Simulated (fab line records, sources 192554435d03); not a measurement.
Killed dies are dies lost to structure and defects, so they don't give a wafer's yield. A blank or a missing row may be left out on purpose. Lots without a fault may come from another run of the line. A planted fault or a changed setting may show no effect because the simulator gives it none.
Chamber matching | flow n5_finfet | N5_BEOL_M3_ALD_98 on ald_sin-02: 4 sister chambers
The step deposits SiO2, target thk 2.5 nm, pulse time 1 s, co reactant pulse time 1 s. 4 wafers are shown with their chamber, then 7 later ones without.

WAFERS WITH THEIR CHAMBER
wafer  | chamber | heater_power_w (W)
L080.5 | 1       | 70
L087.2 | 2       | 73
L087.6 | 3       | 81
L088.4 | 0       | 77

WAFERS WITHOUT THEIR CHAMBER
wafer  | heater_power_w (W)
L088.6 | 83
L091.2 | 77
L091.4 | 72
L091.6 | 81
L093.1 | 69
L093.4 | 74
L093.6 | 66

WHICH CHAMBER EACH WENT THROUGH
wafer  | from the rows above          | in truth
L088.6 | 3                            | 3
L091.2 | 0                            | 0
L091.4 | can't be placed: 2 or 1      | 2
L091.6 | 3                            | 3
L093.1 | can't be placed: 1 or 2      | 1
L093.4 | can't be placed: 2 or 0 or 1 | 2
L093.6 | can't be placed: 1 or 2      | 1
Placed correctly: 3 of 7. Can't be placed from these rows: 4 (the true chamber is among the candidates in 4). Placed wrongly: 0.
How it was worked out, from the rows above alone: a wafer's distance from a chamber is the root of the sum, over the readings, of the square of ((its reading less the chamber's mean) divided by the reading's scatter). The wafer belongs to the nearest chamber; if the next one is less than 2 further off, it can't be placed. A chamber's mean is the mean of its shown wafers. The scatter: with one shown wafer a chamber, the root of the mean of the squares of how far each hidden wafer lies from its nearest shown one.
